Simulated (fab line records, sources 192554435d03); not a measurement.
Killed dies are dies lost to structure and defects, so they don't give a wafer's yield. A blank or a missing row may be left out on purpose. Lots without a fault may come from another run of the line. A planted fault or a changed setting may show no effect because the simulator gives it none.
Which tool did it? | flow n5_finfet | 11 lots, 30 wafers sampled, at 3 steps of a route of 1938

WHAT THE GAUGES READ, wafer by wafer
N5_BEOL_M9_CD_MEAS_35: target cd 70 nm, target cd y 40 nm.
lot  | measured     | on        | cd_nm (nm)
L164 | day 10 04:21 | cd_sem-02 | 68.7 69.4 70.1
L166 | day 11 02:08 | cd_sem-02 | 70.3 69.1 69.3
L167 | day 11 09:17 | cd_sem-03 | 69.8 69.3 69.5
L169 | day 11 21:41 | cd_sem-03 | 70.3 68.9 69.6
L173 | day 12 21:46 | cd_sem-01 | 70.6 69.9
L172 | day 12 22:05 | cd_sem-03 | 69.9 69.7
L178 | day 14 05:04 | cd_sem-03 | 68.4 69.9
L182 | day 15 14:10 | cd_sem-02 | 68.8 68.6 69.4
L181 | day 16 02:04 | cd_sem-03 | 70.1 68.8 68.3
L184 | day 16 05:02 | cd_sem-03 | 69.0 68.9 69.1
L185 | day 17 01:35 | cd_sem-02 | 68.5 69.3 69.1

WHICH TOOL RAN EACH LOT (tool, then ch and the chambers of the sampled wafers, then the start)
lot  | N5_BEOL_M9_ETCH_76                 | N5_BEOL_M9_TRENCH_ETCH_37
L164 | rie_diel-03 ch 0,1, day 10 03:46   | rie_diel-03 ch 0,1, day 10 04:01
L166 | rie_diel-04 ch 0,1,2, day 11 01:34 | rie_diel-04 ch 0,1,2, day 11 01:49
L167 | rie_diel-05 ch 0,2,3, day 11 08:43 | rie_diel-05 ch 0,2,3, day 11 08:58
L169 | rie_diel-04 ch 0,1,3, day 11 21:06 | rie_diel-04 ch 0,1,3, day 11 21:21
L173 | rie_diel-04 ch 0, day 12 21:05     | rie_diel-04 ch 0, day 12 21:19
L172 | rie_diel-04 ch 0,1, day 12 21:30   | rie_diel-04 ch 0,1, day 12 21:45
L178 | rie_diel-04 ch 0,2, day 14 04:29   | rie_diel-04 ch 0,2, day 14 04:44
L182 | rie_diel-05 ch 0,2,3, day 15 13:35 | rie_diel-05 ch 0,2,3, day 15 13:50
L181 | rie_diel-05 ch 0,2,3, day 16 01:30 | rie_diel-05 ch 0,2,3, day 16 01:45
L184 | rie_diel-03 ch 0,1,3, day 16 04:27 | rie_diel-03 ch 0,1,3, day 16 04:42
L185 | rie_diel-04 ch 1,2, day 17 01:01   | rie_diel-04 ch 1,2, day 17 01:15
- N5_BEOL_M9_ETCH_76: etches underlayer in N2/H2, target depth 6.5 nm, time 5.2 s.
- N5_BEOL_M9_TRENCH_ETCH_37: etches SiCOH lowk in C4F6/O2, target depth 151.43 nm, time 49 s.

THE ANSWER, worked out from the rows above alone
Rule: what is usual is taken from the lots themselves. Put in order of their means at a reading, lots are off if they are a third of the lots or fewer, leave a main group of 4 or more, and stand apart from it by a gap of 3 or more times the standard deviation of the main group's means; of several such gaps the widest counts. A main group whose means are all the same, to the digits that the tables above print for the reading, isn't used. A lot without any number at a reading at which 4 lots or more have one is off too. The other lots that the step has rows for count as sound.
No lot is off at any reading shown: from this, nothing can be told.

WHAT THE SIMULATOR HAD PUT IN
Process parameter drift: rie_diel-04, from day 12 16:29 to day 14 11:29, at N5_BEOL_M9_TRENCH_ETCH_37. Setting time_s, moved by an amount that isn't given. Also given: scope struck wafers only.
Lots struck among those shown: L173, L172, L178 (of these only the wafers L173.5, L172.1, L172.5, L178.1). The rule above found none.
